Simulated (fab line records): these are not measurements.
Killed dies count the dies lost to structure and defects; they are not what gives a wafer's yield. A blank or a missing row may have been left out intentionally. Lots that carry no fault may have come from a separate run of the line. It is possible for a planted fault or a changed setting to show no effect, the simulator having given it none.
Problem report in the 8D (eight disciplines) form, filled by code + flow nand harc + the parts of the form that need people (team, actions taken, sign-off) are left out

## 1. THE ISSUE
run length s at NHARC_A_STAIRCASE_ETCH_232 reads a mean of 48.8 s on 2 wafers of 2 lots; wafers without a fault read 62.1 s with a standard deviation of 0.46. Relative to the usual mean, that is a shift of -29 standard deviations.
The step: etches the open film in C4F8/O2, target depth 100 nm, time 40.5 s.
Earliest sighting: wafer L311.1 on rie diel-09 at day 19 13:13. Wafers with a number at this step in the record: 14, from 6 lots. Rule for "out" (also "out of limits"): further than 4 standard deviations from the usual mean. The rest of the wafers with a number are treated as sound.

## 2. WHAT IT IS, WHAT IT ISN'T
| question                    | is                     | is not                                                                         |
|-----------------------------|------------------------|--------------------------------------------------------------------------------|
| which readings at this step | run length s           | oes product au, rf vpp V                                                       |
| which lots                  | L311, L313             | L307, L320, L322, L325                                                         |
| which wafers of those lots  | all that have a number | -                                                                              |
| read on which tools         | rie diel-09            | rie diel-03, rie diel-08                                                       |
| when                        | from day 19 13:13      | up to then (3 sound wafers); but 9 sound wafers of L320, L322, L325 came after |

## 3. THE SUSPECTS, EACH WITH WHAT RULES IT OUT
Counting: any tool at a process step up to the reading is kept as a suspect provided that every lot that is out went through it and no sound lot did after the first of them.
- rie diel-09 at NHARC_A_STAIRCASE_TRIM_229 (chemistry O2, time 211.2 s): kept. It ran every lot that is out, first L311 (day 19 12:50), and no sound lot after that; its last sound lot up to then is L307 (day 18 05:44).
- rie diel-09 at NHARC_A_STAIRCASE_ETCH_230 (etches the open film in C4F8/O2, target depth 100 nm, time 40.5 s): kept. It ran every lot that is out, first L311 (day 19 13:13), and no sound lot after that; its last sound lot up to then is L307 (day 18 06:13). With no start given for some of its lots, NHARC_A_STAIRCASE_ETCH_230 uses the hours and lot order of NHARC_A_STAIRCASE_ETCH_232.
- rie diel-09 at NHARC_A_STAIRCASE_ETCH_232 (etches the open film in C4F8/O2, target depth 100 nm, time 40.5 s): kept. It ran every lot that is out, first L311 (day 19 13:13), and no sound lot after that; its last sound lot up to then is L307 (day 18 06:13). Its own readings are out on those wafers: run length s.
The count leaves rie diel-09 at NHARC_A_STAIRCASE_TRIM_229, rie diel-09 at NHARC_A_STAIRCASE_ETCH_230, and rie diel-09 at NHARC_A_STAIRCASE_ETCH_232.

## 4. THE CAUSE (what the simulator had put in)
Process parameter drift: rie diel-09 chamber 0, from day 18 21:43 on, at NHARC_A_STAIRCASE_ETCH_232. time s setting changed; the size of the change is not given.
This tool is one of the 3 suspects left after counting.

## 5. SEQUENCE OF EFFECTS, ordered by route
Each row: a reading whose mean over the struck wafers that have a number lies more than 3 standard deviations from the usual. Only readings whose record carries a usual standard deviation are examined. hours: median over the lots of the time between each lot's start at the first step of this table that gives one and its start at this step. sigmas: the change, counted in usual standard deviations.
| hours | step                       | reading      | usual  | on struck wafers | change | sigmas |
|-------|----------------------------|--------------|--------|------------------|--------|--------|
| 0     | NHARC_A_STAIRCASE_ETCH_232 | run length s | 62.1 s | 48.8             | -13.3  | -29    |
It contains these process steps:
- NHARC_A_STAIRCASE_ETCH_232: etches the open film in C4F8/O2, target depth 100 nm, time 40.5 s.

## 6. HOW IT WOULD HAVE BEEN CAUGHT EARLIER
The fault began at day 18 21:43; the first out-of-limits reading in this record came at day 19 13:13, 16 hours later.
